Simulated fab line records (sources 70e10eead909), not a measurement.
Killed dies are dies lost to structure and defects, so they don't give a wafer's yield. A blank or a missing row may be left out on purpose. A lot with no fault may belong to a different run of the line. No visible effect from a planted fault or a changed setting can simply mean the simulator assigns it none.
Which tool is to blame? | flow nand-harc | 72 wafers from 24 lots sampled at 6 of the route's 1159 steps

## WHAT THE GAUGES SHOWED, per wafer
The record lacks any reading of a measuring or inspecting step that a usual standard deviation could be used to judge.

## TOOL THAT RAN EACH LOT (tool first, then ch and the chambers of the sampled wafers, then the start)
lot  | NHARC_A_STAIRCASE_TRIM_193                    | NHARC_A_STAIRCASE_TRIM_198                    | NHARC_A_STAIRCASE_ETCH_199                    | NHARC_A_STAIRCASE_TRIM_226                    | NHARC_A_STAIRCASE_DEP_301       | NHARC_A_STAIRCASE_ETCHBACK_416
L075 | rie-diel-05 ch 0,1, day 11 23:56 or earlier   | rie-diel-05 ch 1,2, day 11 23:56 or earlier   | rie-diel-05 ch 1,2,3, day 11 23:56 or earlier | rie-diel-13 ch 0,2,3, day 11 23:56 or earlier | pecvd-01 ch 0,2, day 11 23:56   | rie-diel-05 ch 2,3, no start
L076 | rie-diel-13 ch 0,1,2, day 12 01:49 or earlier | rie-diel-13 ch 0,1,2, day 12 01:49 or earlier | rie-diel-13 ch 0,2,3, day 12 01:49 or earlier | rie-diel-09 ch 0,1,3, day 12 01:49 or earlier | pecvd-02 ch 1,2, day 12 01:49   | rie-diel-09 ch 0,2,3, no start
L077 | rie-diel-05 ch 0,2,3, day 12 06:12 or earlier | rie-diel-05 ch 0,2,3, day 12 06:12 or earlier | rie-diel-05 ch 0,2,3, day 12 06:12 or earlier | rie-diel-05 ch 0,2,3, day 12 06:12 or earlier | pecvd-01 ch 0,1,2, day 12 06:12 | rie-diel-05 ch 0,1,3, no start
L074 | rie-diel-05 ch 0,1,2, day 12 13:31 or earlier | rie-diel-05 ch 0,1,3, day 12 13:31 or earlier | rie-diel-05 ch 0,1, day 12 13:31 or earlier   | rie-diel-05 ch 0,1,2, day 12 13:31 or earlier | pecvd-02 ch 0,1, day 12 13:31   | rie-diel-05 ch 2,3, no start
L079 | rie-diel-09 ch 0,1,2, day 12 18:43 or earlier | rie-diel-05 ch 0,1,3, day 12 18:43 or earlier | rie-diel-05 ch 1,2,3, day 12 18:43 or earlier | rie-diel-13 ch 0,2,3, day 12 18:43 or earlier | pecvd-01 ch 0,1,2, day 12 18:43 | rie-diel-05 ch 0,2,3, no start
L078 | rie-diel-05 ch 0,1,3, day 12 19:25 or earlier | rie-diel-13 ch 1,3, day 12 19:25 or earlier   | rie-diel-13 ch 0,2,3, day 12 19:25 or earlier | rie-diel-09 ch 0,2, day 12 19:25 or earlier   | pecvd-01 ch 0,2, day 12 19:25   | rie-diel-13 ch 0,1,3, no start
L080 | rie-diel-13 ch 0,1,3, day 13 19:57 or earlier | rie-diel-13 ch 0,1,3, day 13 19:57 or earlier | rie-diel-13 ch 0,2,3, day 13 19:57 or earlier | rie-diel-05 ch 1,2,3, day 13 19:57 or earlier | pecvd-04 ch 0,1,2, day 13 19:57 | rie-diel-05 ch 0,2,3, no start
L082 | rie-diel-05 ch 1,2,3, day 13 20:20 or earlier | rie-diel-05 ch 1,2,3, day 13 20:20 or earlier | rie-diel-05 ch 1,2,3, day 13 20:20 or earlier | rie-diel-13 ch 0,1,3, day 13 20:20 or earlier | pecvd-01 ch 0,1,2, day 13 20:20 | rie-diel-05 ch 0,1,2, no start
L081 | rie-diel-09 ch 0,1,2, day 13 05:37 or earlier | rie-diel-09 ch 0,1, day 13 05:37 or earlier   | rie-diel-09 ch 0,2,3, day 13 05:37 or earlier | rie-diel-09 ch 0,1,2, day 13 05:37            | pecvd-02 ch 1,2, day 13 22:11   | rie-diel-13 ch 0,1,2, no start
L084 | rie-diel-05 ch 0,1,3, day 14 01:03 or earlier | rie-diel-09 ch 1,3, day 14 01:03 or earlier   | rie-diel-09 ch 1,2, day 14 01:03 or earlier   | rie-diel-05 ch 0,3, day 14 01:03 or earlier   | pecvd-01 ch 1,2, day 14 01:03   | rie-diel-13 ch 0,1,3, no start
L083 | rie-diel-05 ch 0,1, day 14 02:08 or earlier   | rie-diel-13 ch 0,2,3, day 14 02:08 or earlier | rie-diel-13 ch 1,2,3, day 14 02:08 or earlier | rie-diel-05 ch 0,1,2, day 14 02:08 or earlier | pecvd-01 ch 0,1,2, day 14 02:08 | rie-diel-13 ch 0,1, no start
L085 | rie-diel-09 ch 0,1,2, day 14 18:52 or earlier | rie-diel-09 ch 0,1,2, day 14 18:52 or earlier | rie-diel-09 ch 0,1,2, day 14 18:52 or earlier | rie-diel-13 ch 0,2,3, day 14 18:52 or earlier | pecvd-02 ch 0,1,2, day 14 18:52 | rie-diel-05 ch 0,3, no start
L088 | rie-diel-05 ch 1,2, day 14 17:29 or earlier   | rie-diel-05 ch 0,3, day 14 17:29 or earlier   | rie-diel-05 ch 1,2, day 14 17:29 or earlier   | rie-diel-09 ch 0,1,2, day 14 17:29 or earlier | pecvd-04 ch 0,1, day 14 17:29   | rie-diel-09 ch 0,1,2, no start
L086 | rie-diel-05 ch 0,2, day 15 00:22 or earlier   | rie-diel-09 ch 0,1,2, day 15 00:22 or earlier | rie-diel-09 ch 0,1,2, day 15 00:22 or earlier | rie-diel-13 ch 0,3, day 15 00:22 or earlier   | pecvd-01 ch 0,1, day 15 00:22   | rie-diel-13 ch 1,3, no start
L087 | rie-diel-05 ch 1,3, day 15 06:32 or earlier   | rie-diel-13 ch 2,3, day 15 06:32 or earlier   | rie-diel-13 ch 0,2, day 15 06:32 or earlier   | rie-diel-05 ch 2,3, day 15 06:32 or earlier   | pecvd-04 ch 1,2, day 15 06:32   | rie-diel-09 ch 0,1,3, no start
L090 | rie-diel-09 ch 0,1, day 15 10:31 or earlier   | rie-diel-05 ch 0,2,3, day 15 10:31 or earlier | rie-diel-05 ch 0,1, day 15 10:31 or earlier   | rie-diel-05 ch 0,3, day 15 10:31 or earlier   | pecvd-01 ch 0,2, day 15 10:31   | rie-diel-13 ch 1,3, no start
L089 | rie-diel-05 ch 0,1, day 15 10:48 or earlier   | rie-diel-09 ch 1,2, day 15 10:48 or earlier   | rie-diel-09 ch 0,1, day 15 10:48 or earlier   | rie-diel-05 ch 1,3, day 15 10:48 or earlier   | pecvd-04 ch 0,1, day 15 10:48   | rie-diel-05 ch 0,3, no start
L091 | rie-diel-09 ch 0,1,2, day 15 20:22 or earlier | rie-diel-05 ch 0,1, day 15 20:22 or earlier   | rie-diel-05 ch 1,3, day 15 20:22 or earlier   | rie-diel-09 ch 1,2,3, day 15 20:22 or earlier | pecvd-01 ch 0,2, day 15 20:22   | rie-diel-05 ch 0,1,3, day 16 03:19
L092 | rie-diel-13 ch 0,1, day 15 23:37 or earlier   | rie-diel-13 ch 1,2, day 15 23:37 or earlier   | rie-diel-13 ch 1,2, day 15 23:37 or earlier   | rie-diel-09 ch 1,2,3, day 15 23:37 or earlier | pecvd-01 ch 0,1, day 15 23:37   | rie-diel-05 ch 0,2,3, no start
L093 | rie-diel-13 ch 0,1,2, day 16 01:26 or earlier | rie-diel-13 ch 1,2,3, day 16 01:26 or earlier | rie-diel-13 ch 0,2, day 16 01:26 or earlier   | rie-diel-09 ch 1,2,3, day 16 01:26 or earlier | pecvd-01 ch 0,1, day 16 01:26   | rie-diel-05 ch 0,1,3, no start
L094 | rie-diel-05 ch 2,3, day 16 17:02 or earlier   | rie-diel-05 ch 1,2, day 16 17:02 or earlier   | rie-diel-05 ch 2,3, day 16 17:02 or earlier   | rie-diel-05 ch 0,1,2, day 16 17:02 or earlier | pecvd-02 ch 0,2, day 16 17:02   | rie-diel-09 ch 1,3, day 17 02:08
L095 | rie-diel-05 ch 2,3, day 17 00:21 or earlier   | rie-diel-13 ch 2,3, day 17 00:21 or earlier   | rie-diel-13 ch 2,3, day 17 00:21 or earlier   | rie-diel-13 ch 1,3, day 17 00:21 or earlier   | pecvd-02 ch 0,1,2, day 17 00:21 | rie-diel-13 ch 0,2,3, no start
L096 | rie-diel-05 ch 1,2,3, day 17 05:49 or earlier | rie-diel-09 ch 1,2,3, day 17 05:49 or earlier | rie-diel-09 ch 1,2,3, day 17 05:49 or earlier | rie-diel-05 ch 0,1,2, day 17 05:49 or earlier | pecvd-04 ch 0,1,2, day 17 05:49 | rie-diel-09 ch 0,1,2, no start
L097 | rie-diel-13 ch 1,2,3, day 17 12:28 or earlier | rie-diel-05 ch 0,2,3, day 17 12:28 or earlier | rie-diel-05 ch 0,2, day 17 12:28 or earlier   | rie-diel-05 ch 1,2,3, day 17 12:28 or earlier | pecvd-02 ch 1,2, day 17 12:28   | rie-diel-09 ch 0,2, day 17 18:55
- NHARC_A_STAIRCASE_TRIM_193: chemistry O2, time 211.2 s.
- NHARC_A_STAIRCASE_TRIM_198: chemistry O2, time 211.2 s.
- NHARC_A_STAIRCASE_ETCH_199: etches the open film in C4F8/O2, target depth 100 nm, time 40.5 s.
- NHARC_A_STAIRCASE_TRIM_226: chemistry O2, time 211.2 s.
- NHARC_A_STAIRCASE_DEP_301: deposits SiON, target thk 30 nm.
- NHARC_A_STAIRCASE_ETCHBACK_416: etches the open film in C4F8/O2/Ar, target depth 36 nm, time 7.2 s.

## WHAT THE TOOLS THEMSELVES READ (means of the sampled wafers that have a number; where no wafer has one, the mark that the record gives instead)
NHARC_A_STAIRCASE_TRIM_193. Usual: drypump-motor-current-A 5.8 A, standard deviation 0.6; oes-product-au 1.003 a.u., standard deviation 0.01; rf-vpp-V 57.7 V, standard deviation 0.97; showerhead-plenum-p-Torr 3.52 Torr, standard deviation 0.13; throttle-valve-pct 17.036 %, standard deviation 0.0091.
lot  | tool        | drypump-motor-current-A (A) | oes-product-au (a.u.) | rf-vpp-V (V) | showerhead-plenum-p-Torr (Torr) | throttle-valve-pct (%) | flag
L075 | rie-diel-05 | 6.1                         | 1.013                 | 58.3         | 3.46                            | 17.040                 |
L076 | rie-diel-13 | 6.1                         | 0.995                 | 57.7         | 3.51                            | 17.039                 |
L077 | rie-diel-05 | 6.1                         | 1.007                 | 57.6         | 3.44                            | 17.042                 |
L074 | rie-diel-05 | 5.7                         | 1.003                 | 57.0         | 3.52                            | 17.037                 |
L079 | rie-diel-09 | 5.7                         | 1.011                 | 57.4         | 3.64                            | 17.041                 |
L078 | rie-diel-05 | 6.1                         | 1.000                 | 58.3         | 3.45                            | 17.036                 |
L080 | rie-diel-13 | 5.8                         | 1.004                 | 58.0         | 3.51                            | 17.035                 |
L082 | rie-diel-05 | 5.7                         | 1.011                 | 57.3         | 3.51                            | 17.033                 |
L081 | rie-diel-09 | 5.7                         | 1.002                 | 57.3         | 3.64                            | 17.036                 |
L084 | rie-diel-05 | 6.1                         | 1.000                 | 56.8         | 3.45                            | 17.041                 |
L083 | rie-diel-05 | 6.1                         | 1.012                 | 57.6         | 3.45                            | 17.034                 |
L085 | rie-diel-09 | 5.7                         | 1.003                 | 59.4         | 3.63                            | 17.037                 |
L088 | rie-diel-05 | 5.2                         | 1.010                 | 57.4         | 3.59                            | 17.035                 |
L086 | rie-diel-05 | 5.7                         | 1.016                 | 57.3         | 3.50                            | 17.047                 |
L087 | rie-diel-05 | 6.1                         | 1.003                 | 57.5         | 3.44                            | 17.045                 |
L090 | rie-diel-09 | 5.7                         | 1.005                 | 58.3         | 3.66                            | 17.035                 |
L089 | rie-diel-05 | 5.6                         | 1.006                 | 57.9         | 3.53                            | 17.037                 |
L091 | rie-diel-09 | 5.8                         | 1.000                 | 58.5         | 3.62                            | 17.032                 |
L092 | rie-diel-13 | 6.3                         | 1.010                 | 58.0         | 3.46                            | 17.033                 |
L093 | rie-diel-13 | 6.1                         | 0.986                 | 57.7         | 3.49                            | 17.034                 |
L094 | rie-diel-05 | 5.8                         | 1.001                 | 57.0         | 3.49                            | 17.036                 |
L095 | rie-diel-05 | 6.2                         | 0.995                 | 57.7         | 3.42                            | 17.031                 |
L096 | rie-diel-05 | 5.8                         | 0.998                 | 58.5         | 3.50                            | 17.033                 |
L097 | rie-diel-13 | 5.8                         | 0.999                 | 57.3         | 3.60                            | 17.028                 |

NHARC_A_STAIRCASE_TRIM_198. Usual: drypump-motor-current-A 5.8 A, standard deviation 0.57; oes-product-au 1.001 a.u., standard deviation 0.012; rf-vpp-V 57.8 V, standard deviation 0.86; showerhead-plenum-p-Torr 3.53 Torr, standard deviation 0.12; throttle-valve-pct 17.036 %, standard deviation 0.0092.
lot  | tool        | drypump-motor-current-A (A) | oes-product-au (a.u.) | rf-vpp-V (V) | showerhead-plenum-p-Torr (Torr) | throttle-valve-pct (%) | flag
L075 | rie-diel-05 | 5.2                         | 1.011                 | 56.9         | 3.61                            | 17.041                 |
L076 | rie-diel-13 | 6.1                         | 1.004                 | 58.1         | 3.51                            | 17.034                 |
L077 | rie-diel-05 | 6.2                         | 1.006                 | 57.3         | 3.44                            | 17.037                 |
L074 | rie-diel-05 | 6.1                         | 1.001                 | 57.3         | 3.46                            | 17.038                 |
L079 | rie-diel-05 | 6.2                         | 1.003                 | 57.7         | 3.45                            | 17.035                 |
L078 | rie-diel-13 | 5.5                         | 1.005                 | 57.8         | 3.64                            | 17.033                 |
L080 | rie-diel-13 | 5.8                         | 0.999                 | 58.7         | 3.51                            | 17.037                 |
L082 | rie-diel-05 | 5.7                         | 1.011                 | 57.7         | 3.51                            | 17.037                 |
L081 | rie-diel-09 | 5.7                         | 1.002                 | 58.7         | 3.67                            | 17.035                 |
L084 | rie-diel-09 | 5.1                         | 0.997                 | 57.2         | 3.59                            | 17.030                 |
L083 | rie-diel-13 | 5.7                         | 0.993                 | 57.5         | 3.54                            | 17.034                 |
L085 | rie-diel-09 | 5.8                         | 1.008                 | 58.1         | 3.63                            | 17.036                 |
L088 | rie-diel-05 | 6.6                         | 1.003                 | 57.3         | 3.36                            | 17.032                 |
L086 | rie-diel-09 | 5.7                         | 1.002                 | 58.5         | 3.63                            | 17.030                 |
L087 | rie-diel-13 | 5.7                         | 0.998                 | 58.5         | 3.64                            | 17.038                 |
L090 | rie-diel-05 | 6.2                         | 1.004                 | 57.2         | 3.43                            | 17.053                 |
L089 | rie-diel-09 | 5.7                         | 0.997                 | 58.0         | 3.59                            | 17.035                 |
L091 | rie-diel-05 | 5.7                         | 0.994                 | 57.2         | 3.52                            | 17.026                 |
L092 | rie-diel-13 | 6.2                         | 0.986                 | 57.9         | 3.57                            | 17.031                 |
L093 | rie-diel-13 | 5.8                         | 0.994                 | 57.6         | 3.61                            | 17.028                 |
L094 | rie-diel-05 | 5.2                         | 1.004                 | 57.6         | 3.59                            | 17.026                 |
L095 | rie-diel-13 | 5.7                         | 0.983                 | 57.9         | 3.63                            | 17.040                 |
L096 | rie-diel-09 | 5.4                         | 1.000                 | 58.5         | 3.58                            | 17.043                 |
L097 | rie-diel-05 | 6.1                         | 1.003                 | 58.2         | 3.42                            | 17.030                 |

NHARC_A_STAIRCASE_ETCH_199. Usual: oes-product-au 0.940 a.u., standard deviation 0.012; rf-vpp-V 896 V, standard deviation 4.5.
lot  | tool        | oes-product-au (a.u.) | rf-vpp-V (V) | flag
L075 | rie-diel-05 | 0.949                 | 896          |
L076 | rie-diel-13 | 0.929                 | 895          |
L077 | rie-diel-05 | 0.939                 | 893          |
L074 | rie-diel-05 | 0.933                 | 894          |
L079 | rie-diel-05 | 0.946                 | 895          |
L078 | rie-diel-13 | 0.926                 | 896          |
L080 | rie-diel-13 | 0.938                 | 897          |
L082 | rie-diel-05 | 0.952                 | 895          |
L081 | rie-diel-09 | 0.955                 | 899          |
L084 | rie-diel-09 | 0.935                 | 898          |
L083 | rie-diel-13 | 0.940                 | 899          |
L085 | rie-diel-09 | 0.933                 | 900          |
L088 | rie-diel-05 | 0.957                 | 898          |
L086 | rie-diel-09 | 0.951                 | 900          |
L087 | rie-diel-13 | 0.936                 | 891          |
L090 | rie-diel-05 | 0.938                 | 896          |
L089 | rie-diel-09 | 0.943                 | 901          |
L091 | rie-diel-05 | 0.933                 | 895          |
L092 | rie-diel-13 | 0.923                 | 899          |
L093 | rie-diel-13 | 0.927                 | 891          |
L094 | rie-diel-05 | 0.937                 | 892          |
L095 | rie-diel-13 | 0.926                 | 900          |
L096 | rie-diel-09 | 0.949                 | 898          |
L097 | rie-diel-05 | 0.945                 | 894          |

NHARC_A_STAIRCASE_TRIM_226. Usual: drypump-motor-current-A 5.8 A, standard deviation 0.58; oes-product-au 1.000 a.u., standard deviation 0.012; rf-vpp-V 57.7 V, standard deviation 1; showerhead-plenum-p-Torr 3.54 Torr, standard deviation 0.12; throttle-valve-pct 17.036 %, standard deviation 0.0088.
lot  | tool        | drypump-motor-current-A (A) | oes-product-au (a.u.) | rf-vpp-V (V) | showerhead-plenum-p-Torr (Torr) | throttle-valve-pct (%) | flag
L075 | rie-diel-13 | 5.7                         | 0.992                 | 57.4         | 3.55                            | 17.035                 |
L076 | rie-diel-09 | 5.4                         | 0.983                 | 57.3         | 3.63                            | 17.037                 |
L077 | rie-diel-05 | 6.2                         | 1.009                 | 57.0         | 3.44                            | 17.035                 |
L074 | rie-diel-05 | 5.7                         | 1.003                 | 57.3         | 3.52                            | 17.037                 |
L079 | rie-diel-13 | 5.7                         | 0.992                 | 58.5         | 3.54                            | 17.033                 |
L078 | rie-diel-09 | 5.7                         | 1.008                 | 59.1         | 3.66                            | 17.033                 |
L080 | rie-diel-05 | 5.7                         | 1.007                 | 57.7         | 3.51                            | 17.042                 |
L082 | rie-diel-13 | 5.8                         | 0.998                 | 58.1         | 3.51                            | 17.035                 |
L081 | rie-diel-09 | 5.8                         | 0.995                 | 57.4         | 3.63                            | 17.029                 |
L084 | rie-diel-05 | 6.6                         | 1.007                 | 57.0         | 3.36                            | 17.034                 |
L083 | rie-diel-05 | 5.7                         | 1.012                 | 57.8         | 3.52                            | 17.041                 |
L085 | rie-diel-13 | 5.7                         | 1.001                 | 58.1         | 3.53                            | 17.033                 |
L088 | rie-diel-09 | 5.7                         | 1.003                 | 58.1         | 3.63                            | 17.043                 |
L086 | rie-diel-13 | 5.4                         | 0.997                 | 56.9         | 3.54                            | 17.037                 |
L087 | rie-diel-05 | 6.2                         | 0.993                 | 58.4         | 3.42                            | 17.038                 |
L090 | rie-diel-05 | 6.5                         | 1.003                 | 57.0         | 3.36                            | 17.032                 |
L089 | rie-diel-05 | 5.7                         | 1.007                 | 57.3         | 3.52                            | 17.037                 |
L091 | rie-diel-09 | 5.5                         | 0.999                 | 57.5         | 3.59                            | 17.029                 |
L092 | rie-diel-09 | 5.5                         | 0.988                 | 57.9         | 3.59                            | 17.041                 |
L093 | rie-diel-09 | 5.5                         | 0.986                 | 58.9         | 3.59                            | 17.039                 |
L094 | rie-diel-05 | 5.7                         | 0.999                 | 57.3         | 3.51                            | 17.039                 |
L095 | rie-diel-13 | 5.9                         | 1.005                 | 57.6         | 3.58                            | 17.041                 |
L096 | rie-diel-05 | 5.7                         | 1.005                 | 57.7         | 3.50                            | 17.031                 |
L097 | rie-diel-05 | 5.8                         | 0.997                 | 57.7         | 3.50                            | 17.038                 |

NHARC_A_STAIRCASE_DEP_301. Usual: heater-power-w 692 W, standard deviation 100.
lot  | tool     | heater-power-w (W) | flag
L075 | pecvd-01 | 853                |
L076 | pecvd-02 | 598                |
L077 | pecvd-01 | 711                |
L074 | pecvd-02 | 693                |
L079 | pecvd-01 | 693                |
L078 | pecvd-01 | 811                |
L080 | pecvd-04 | 700                |
L082 | pecvd-01 | 676                |
L081 | pecvd-02 | 656                |
L084 | pecvd-01 | 671                |
L083 | pecvd-01 | 731                |
L085 | pecvd-02 | 649                |
L088 | pecvd-04 | 800                |
L086 | pecvd-01 | 588                |
L087 | pecvd-04 | 799                |
L090 | pecvd-01 | 742                |
L089 | pecvd-04 | 730                |
L091 | pecvd-01 | 805                |
L092 | pecvd-01 | 559                |
L093 | pecvd-01 | 626                |
L094 | pecvd-02 | 710                |
L095 | pecvd-02 | 679                |
L096 | pecvd-04 | 668                |
L097 | pecvd-02 | 666                |

NHARC_A_STAIRCASE_ETCHBACK_416. Usual: oes-product-au 0.936 a.u., standard deviation 0.027; rf-vpp-V 723 V, standard deviation 4.
lot  | tool        | oes-product-au (a.u.) | rf-vpp-V (V) | flag
L075 | rie-diel-05 | 0.931                 | 722          |
L076 | rie-diel-09 | 1.003                 | 725          |
L077 | rie-diel-05 | 0.926                 | 721          |
L074 | rie-diel-05 | 0.933                 | 720          |
L079 | rie-diel-05 | 0.938                 | 720          |
L078 | rie-diel-13 | 0.993                 | 722          |
L080 | rie-diel-05 | 0.929                 | 720          |
L082 | rie-diel-05 | 0.933                 | 724          |
L081 | rie-diel-13 | 0.923                 | 722          |
L084 | rie-diel-13 | 0.926                 | 723          |
L083 | rie-diel-13 | 0.924                 | 718          |
L085 | rie-diel-05 | 0.937                 | 717          |
L088 | rie-diel-09 | 0.917                 | 727          |
L086 | rie-diel-13 | 0.929                 | 725          |
L087 | rie-diel-09 | 0.930                 | 726          |
L090 | rie-diel-13 | 0.923                 | 727          |
L089 | rie-diel-05 | 0.994                 | 718          |
L091 | rie-diel-05 | 0.924                 | 720          |
L092 | rie-diel-05 | 0.922                 | 721          |
L093 | rie-diel-05 | 0.919                 | 720          |
L094 | rie-diel-09 | 0.920                 | 724          |
L095 | rie-diel-13 | 0.923                 | 723          |
L096 | rie-diel-09 | 0.946                 | 727          |
L097 | rie-diel-09 | 0.967                 | 726          |

## THE ANSWER, worked out from the rows above alone
Rule: a lot counts as off when the mean over its wafers that have a number is more than 3 standard deviations away from the usual mean. Also off: a lot with no number at a reading for which 4 or more lots have one. Any other lot the step has rows for is counted as sound. Order of review: gauges by route order, followed by the tools' own readings, for which a lot's mean as printed above is used. The first step at which some lot is off is used, and at that step the reading that is off furthest; a lot without a number counts as furthest.
No lot is off on any of the readings shown, so nothing can be concluded from this.

## WHAT THE SIMULATOR HAD PUT IN
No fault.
